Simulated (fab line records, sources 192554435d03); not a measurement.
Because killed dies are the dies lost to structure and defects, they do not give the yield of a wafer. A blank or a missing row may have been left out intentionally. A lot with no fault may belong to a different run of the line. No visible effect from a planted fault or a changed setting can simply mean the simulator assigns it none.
Struck lot and sound lot, side by side | flow n5 finfet | 41 steps out of a route of 1938
Sound: wafers L897.1, L897.4, L897.6. The struck wafers were L899.2, L899.3, L899.4. Last of all comes the cause.
Order at every step that has rows: each side's tool, ch and its chambers, its first start. Under that, the readings that differ: sound wafers | struck wafers | difference of the means | sigmas: that difference in standard deviations of wafers without a fault.
alike: readings with means less than 2 such deviations apart, plus words and numbers identical on both sides. not compared: withheld readings, readings lacking a value on some wafer, bounds such as >300 that could conceal the same value, and numbers that have no deviation in the record and whose values overlap.
The two part at a step that has a row with sigmas, a row that says differs or no value, or rows on one side only. Numbers that don't overlap but have no deviation are shown without sigmas and don't part them. Lack of a reading on every wafer of one side parts them only where that side has two or more wafers.

first, 9 steps without rows for these wafers: N5_BEOL_M4_ANNEAL_95 (time 240 s); N5_BEOL_M4_SPUTTER_96 (material Cu, target thk 4.5 nm, time 8.29 s); N5_BEOL_M4_ECD_50 (material Cu, target thk 300 nm); N5_BEOL_M4_ANNEAL_51 (time 90 s); N5_BEOL_M4_CMP_52 (polishes, stops on SiOC, t overpolish 6.8 s, target thk 40 nm); N5_BEOL_M4_PRE_CLEAN_60 (time 15 s); N5_BEOL_M4_CO_CAP_55 (material Co, precursor CCTBA/H2, target thk 2 nm, time 102.1 s); N5_BEOL_M4_PRE_CLEAN_56 (time 15 s); N5_BEOL_M4_DEP_57 (deposits SiCN from 3MS/NH3, target thk 8 nm, time 14 s).
N5_BEOL_M4_RC_MEAS_101:
  sound on prober-02 ch 0, day 11 09:31; struck on prober-02 ch 0, day 12 05:26
  alike: DIBL_N, DIBL_P, IOFF_N, IOFF_P, ION_N, ION_P, SS_N, SS_P, VT_N, VT_P
then, 24 steps without rows for these wafers: N5_BEOL_M5_ILD_DEP_00 (deposits SiCOH lowk from DEMS/porogen, target thk 140.64 nm, time 25.9 s); N5_BEOL_M5_CURE_79 (cures SiCOH lowk, time 240 s); N5_BEOL_M5_PECVD_70 (deposits SiO2 from TEOS/O2, target thk 16 nm, time 18 s); N5_BEOL_M5_HM_DEP_02 (deposits TiN, target thk 20 nm); N5_BEOL_M5_COAT_59 (time 60 s, resist thk 60 nm); N5_BEOL_M5_COAT_60 (time 60 s, resist thk 12 nm); N5_BEOL_M5_COAT_71 (time 60 s, resist thk 5 nm); N5_BEOL_M5_COAT_05 (resist thk 30 nm); N5_BEOL_M5_EBR_07; N5_BEOL_M5_SOFTBAKE_06 (time 60 s); N5_BEOL_M5_EXPOSE_08 (exposes mask M5, target cd 28 nm); N5_BEOL_M5_PEB_09 (peb time 60 s); N5_BEOL_M5_DEVELOP_10 (develop time 30 s); N5_BEOL_M5_DESCUM_16 (chemistry O2, time 7 s); N5_BEOL_M5_ETCH_72 (etches underlayer in N2/H2, target depth 6.5 nm, time 5.2 s); N5_BEOL_M5_ETCH_61 (etches SiARC in CF4, target depth 15.6 nm, time 26 s); N5_BEOL_M5_ETCH_62 (etches SOC in N2/H2, target depth 75 nm, overetch 15 nm, time 112.5 s); N5_BEOL_M5_STRIP_63 (strips in N2/H2); N5_BEOL_M5_STRIP_73 (strips in N2/H2); N5_BEOL_M5_STRIP_64 (strips in CF4); N5_BEOL_M5_HM_OPEN_17 (chemistry Cl2/BCl3, target TiN, target depth 20 nm, overetch 6 nm); N5_BEOL_M5_STRIP_19 (strips in O2); N5_BEOL_M5_COAT_65 (time 60 s, resist thk 60 nm); N5_BEOL_M5_COAT_66 (time 60 s, resist thk 12 nm).
N5_BEOL_M6_TRENCH_ETCH_37: etches SiCOH lowk in C4F6/O2, target depth 94.435 nm, time 31.5 s.
  sound on rie diel-05 ch 0,1,3, day 12 04:07; struck on rie diel-06 ch 0,1,3, day 12 20:51
  reading                                    | sound             | struck            | difference | sigmas
  run length s (s)                           | 55.4 55.4 54.7    | 48.4 48.9 47.9    | -6.8       | -14
  time s (s)                                 | 31.5 31.5 31.5    | 22.05 22.05 22.05 | -9.45      |
  model.BEOL_M6.feature depth nm (nm)        | 92.8 94.2 96      | 65.6 65.8 66.2    | -28.5      |
  model.etch.depth nm (nm)                   | 92.83 94.27 96.01 | 65.66 65.88 66.3  | -28.42     |
  model.TiN_of_BEOL_M6_HM_DEP_02.thk nm (nm) | 17.6 17.4 17      | 18 18 18.2        | +1         |
  alike: drypump motor current A, oes product au, rf vpp V, showerhead plenum p Torr, throttle valve pct
  not compared: rf hours counter h
N5_BEOL_M6_OCD_MEAS_38:
  sound on ocd-01, day 12 04:16; struck on ocd-01, day 12 21:00
  reading              | sound          | struck         | difference | sigmas
  trench depth nm (nm) | 92.9 94.5 95.9 | 65.3 66.6 66.3 | -28.4      | -22
N5_BEOL_M6_CMP_52: polishes, stops on SiCOH lowk, t overpolish 6.9 s, target thk 80 nm.
  sound on cmp-03 ch 2,3, day 12 07:20; struck on cmp-04 ch 0,1,3, day 13 00:44
  reading                                | sound          | struck         | difference | sigmas
  barrier field endpoint s (s)           | 28.5 29.4 28.6 | 27.3 26.3 26.9 | -2.0       | -3
  model.Cu_of_BEOL_M6_ECD_50.thk nm (nm) | 78.2 81.2 81.2 | 52.2 50.4 51.2 | -28.9      |
  alike: clearing platen down force psi, motor current A, overpolish run s, platen rpm, time to endpoint s
N5_BEOL_M6_THK_MEAS_53: measures by xrf.
  sound on film metro-02, day 12 07:38; struck on film metro-02, day 13 01:02
  reading     | sound          | struck         | difference | sigmas
  M6_THK (nm) | 79.1 82.2 82.0 | 51.9 50.3 51.3 | -29.9      | -18
N5_BEOL_M6_RS_MEAS_57: the measuring method here is four-point-probe.
  sound on film metro-01, day 12 07:46; struck on film metro-02, day 13 01:10
  reading        | sound             | struck            | difference | sigmas
  M6_RS (ohm/sq) | 0.294 0.281 0.282 | 0.480 0.500 0.491 | +0.205     | +30
-- here the record skips 3 days between the struck wafers' starts before and after, leaving off in module BEOL_M6 and picking up in module BEOL_M15 (first step shown: number 1830 of the route) --
N5_BEOL_M15_RC_MEAS_101:
  sound on prober-02 ch 0, day 15 04:07; struck on prober-02 ch 0, day 16 06:06
  reading                   | sound          | struck         | difference | sigmas
  SERP_M6 (ohm/um)          | 13.6 13.0 13.3 | 22.6 24.1 22.9 | +9.9       | +19
  SERP_M6_max_site (ohm/um) | 14.2 14.3 13.5 | 23.3 24.7 24.2 | +10.1      | +16
  alike: COMB_M10, COMB_M11, COMB_M12, COMB_M13, COMB_M14, COMB_M15, COMB_M5, COMB_M7, COMB_M8, COMB_M9, SERP_M10, SERP_M11, SERP_M12, SERP_M13, SERP_M13_max_site, SERP_M14, SERP_M5, SERP_M7, SERP_M8, SERP_M9
N5_PASSIVATION_PROBE_49:
  record: rows for the struck wafers here (prober-02, day 16 22:26), none for the sound ones

== WHERE THEY PART ==
At N5_BEOL_M6_TRENCH_ETCH_37 first; at N5_PASSIVATION_PROBE_49 last (within this record only).

WHY: the cause the simulator had injected
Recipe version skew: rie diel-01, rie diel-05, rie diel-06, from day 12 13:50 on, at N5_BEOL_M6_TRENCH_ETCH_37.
